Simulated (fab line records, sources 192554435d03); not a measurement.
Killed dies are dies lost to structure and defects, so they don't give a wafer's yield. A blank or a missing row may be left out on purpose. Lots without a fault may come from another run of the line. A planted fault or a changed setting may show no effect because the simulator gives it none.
Split-lot experiment | flow n5_finfet | 7 lots, 39 wafers read, on a route of 1938 steps

THE SPLIT
At N5_BEOL_M1_HM_DEP_02 (deposits TiN, target thk 20 nm), the setting target_thk_a was moved away from the recipe's 200 angstrom on 12 of the 39 wafers read, by -58.8% to +50.9%. The other wafers ran this setting at the recipe's value.

FROM THE SPLIT TO THE READING: what the file shows between them, 4 steps
- N5_BEOL_M1_COAT_61: time 60 s, resist thk 60 nm
- N5_BEOL_M1_COAT_62: time 60 s, resist thk 12 nm
- N5_BEOL_M1_STRIP_75: strips in N2/H2
- N5_BEOL_M1_STRIP_66: strips in CF4

THE READING
etch.depth_nm (the simulator's own value, which no gauge read), in nm, at N5_BEOL_M1_HM_OPEN_17 (chemistry Cl2/BCl3, target TiN, target depth 20 nm, overetch 6 nm). The file gives no usual value for it. The 27 wafers here that ran the recipe average 20.034 nm, standard deviation 0.14 nm.

wafer  | tool, chamber at the split | target_thk_a as run, angstrom | against the recipe | etch.depth_nm, nm | against lot-mates on the recipe
L076.1 | pvd_sputter-01, -          | 200                           | recipe             | 19.88             | -
L076.2 | pvd_sputter-01, -          | 153.2                         | -23.4%             | 15.32             | -4.653
L076.3 | pvd_sputter-01, -          | 153.2                         | -23.4%             | 15.24             | -4.733
L076.4 | pvd_sputter-01, -          | 200                           | recipe             | 20.09             | -
L076.5 | pvd_sputter-01, -          | 153.2                         | -23.4%             | 15.29             | -4.683
L076.6 | pvd_sputter-01, -          | 200                           | recipe             | 19.95             | -
L082.1 | pvd_sputter-01, -          | 200                           | recipe             | 20.07             | -
L082.2 | pvd_sputter-01, -          | 82.47                         | -58.8%             | 8.13              | -11.890
L082.3 | pvd_sputter-01, -          | 200                           | recipe             | 19.94             | -
L082.4 | pvd_sputter-01, -          | 82.47                         | -58.8%             | 8.367             | -11.653
L082.5 | pvd_sputter-01, -          | 200                           | recipe             | 20.05             | -
L082.6 | pvd_sputter-01, -          | 82.47                         | -58.8%             | 8.438             | -11.582
L086.1 | pvd_sputter-03, -          | 200                           | recipe             | 20.12             | -
L086.2 | pvd_sputter-03, -          | 200                           | recipe             | 20                | -
L086.3 | pvd_sputter-03, -          | 200                           | recipe             | 19.87             | -
L086.4 | pvd_sputter-03, -          | 200                           | recipe             | 19.82             | -
L086.5 | pvd_sputter-03, -          | 200                           | recipe             | 19.98             | -
L086.6 | pvd_sputter-03, -          | 200                           | recipe             | 19.89             | -
L088.1 | pvd_sputter-03, -          | 200                           | recipe             | 19.88             | -
L088.2 | pvd_sputter-03, -          | 301.8                         | +50.9%             | 26.57             | +6.667
L088.3 | pvd_sputter-03, -          | 301.8                         | +50.9%             | 26.68             | +6.777
L088.4 | pvd_sputter-03, -          | 200                           | recipe             | 19.84             | -
L088.5 | pvd_sputter-03, -          | 200                           | recipe             | 19.99             | -
L088.6 | pvd_sputter-03, -          | 301.8                         | +50.9%             | 26.54             | +6.637
L089.1 | pvd_sputter-02, -          | 200                           | recipe             | 20.14             | -
L089.3 | pvd_sputter-02, -          | 200                           | recipe             | 20.14             | -
L089.4 | pvd_sputter-02, -          | 200                           | recipe             | 20.14             | -
L089.2 | pvd_sputter-02, -          | 200                           | recipe             | 20.32             | -
L089.5 | pvd_sputter-02, -          | 200                           | recipe             | 20.1              | -
L089.6 | pvd_sputter-02, -          | 200                           | recipe             | 20.02             | -
L091.1 | pvd_sputter-01, -          | 200                           | recipe             | 20.31             | -
L091.2 | pvd_sputter-01, -          | 106                           | -47.0%             | 10.83             | -9.437
L091.3 | pvd_sputter-01, -          | 200                           | recipe             | 20.25             | -
L091.4 | pvd_sputter-01, -          | 200                           | recipe             | 20.24             | -
L091.5 | pvd_sputter-01, -          | 106                           | -47.0%             | 10.88             | -9.387
L091.6 | pvd_sputter-01, -          | 106                           | -47.0%             | 11.02             | -9.247
L095.4 | pvd_sputter-01, -          | 200                           | recipe             | 19.88             | -
L095.6 | pvd_sputter-01, -          | 200                           | recipe             | 19.88             | -
L095.5 | pvd_sputter-01, -          | 200                           | recipe             | 20.12             | -

THE FIT
A straight line over all 39 wafers: etch.depth_nm changes by +0.174 nm for each +1% of target_thk_a; r = +0.99; the points scatter about the line by 0.74 nm.
The same after taking each lot's own level away (the mean of its wafers on the recipe; 39 wafers): +0.176 nm for each +1%; r = +0.99; scatter 0.72 nm.
On that fit, the largest move of target_thk_a shifts the reading by 10 nm.
The lots' own levels span 19.9033 to 20.2667 nm, that is 2.5 times the standard deviation above.
So the lot-to-lot level changes the slope little: the two slopes agree.
Check: with one of the wafers moved furthest among these (-58.8%) left out of the fit, the line predicts -10.5 nm for it against its lot-mates. It came out at -11.9 nm against them.

OTHER SPLITS ON THESE WAFERS
These wafers also went through other splits before the reading. Each is held against what the fit with the lots' levels taken away leaves over:
other split on the same wafers           | wafers away from the commonest value | r with etch.depth_nm (lot level and that fit taken away)
N5_PMOS_HMC_CHANNEL_EPI_HM_DEP_34 time_s | 12                                   | -0.05
N5_FIN_SAQP_HM_DEP_72 target_thk_a       | 15                                   | +0.06
N5_DUMMY_GATE_CVD_03 time_s              | 24                                   | -0.02
N5_HKMG_FIN_ETCH_67 target_depth_a       | 12                                   | -0.09

THE WHOLE CHAIN: every reading that the file lists as answering this split, in the file's order
step                   | what it does                                                      | reading                                                                          | change (the file's fit)                                                          | r (the file's)
N5_BEOL_M1_HM_DEP_02   | deposits TiN, target thk 20 nm                                    | TiN_of_BEOL_M1_HM_DEP_02.thk_nm (the simulator's own value, which no gauge read) | +0.2 nm for each +1% of the setting                                              | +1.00
N5_BEOL_M1_HM_OPEN_17  | chemistry Cl2/BCl3, target TiN, target depth 20 nm, overetch 6 nm | etch.depth_nm (the simulator's own value, which no gauge read)                   | +0.179 nm for each +1% of the setting                                            | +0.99
N5_BEOL_M1_OCD_MEAS_38 |                                                                   | trench_depth_nm                                                                  | not straight: 54.8 at the lowest setting, 55.5 at the recipe, 7.5 at the highest | not given

THE FILE'S OWN FIT
etch.depth_nm changes by +0.179 nm for each +1% of target_thk_a, r = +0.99.
